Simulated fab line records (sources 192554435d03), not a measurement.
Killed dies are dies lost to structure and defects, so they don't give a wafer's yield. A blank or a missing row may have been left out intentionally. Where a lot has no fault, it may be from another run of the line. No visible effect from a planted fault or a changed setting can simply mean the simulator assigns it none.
Matching of chambers -- flow n5_finfet -- rie_si-03 running N5_BEOL_M0_SAQP_MANDREL1_REMOVE_100: 4 sister chambers
The step chemistry HBr/Cl2/O2, target a-Si, stops on SiNx, bt time 10 s. 4 wafers are shown with their chamber, then 8 later ones without.

## WAFERS WITH THEIR CHAMBER
wafer,chamber,throttle_valve_pct (%)
L707.5,0,36.71
L710.4,2,36.80
L711.5,3,36.32
L712.1,1,37.14

## WAFERS WITHOUT THEIR CHAMBER
wafer,throttle_valve_pct (%)
L712.4,36.72
L712.5,36.32
L713.1,36.71
L713.4,36.34
L713.6,36.69
L714.1,36.69
L714.5,36.80
L714.6,36.33

## EACH ONE'S CHAMBER
wafer,from the rows above,in truth
L712.4,0,0
L712.5,3,3
L713.1,0,0
L713.4,3,3
L713.6,0,0
L714.1,0,0
L714.5,2,2
L714.6,3,3
Correctly placed: 8 of 8. From these rows, 0 cannot be placed. 0 placed wrongly.
How it was worked out, from the rows above alone: a wafer's distance from a chamber is the root of the sum, over the readings, of the square of ((its reading less the chamber's mean) divided by the reading's scatter). The wafer belongs to the nearest chamber; if the next one is less than 2 further off, it can't be placed. Each chamber's mean is taken over the wafers shown for it. The scatter: with one shown wafer a chamber, the root of the mean of the squares of how far each hidden wafer lies from its nearest shown one.
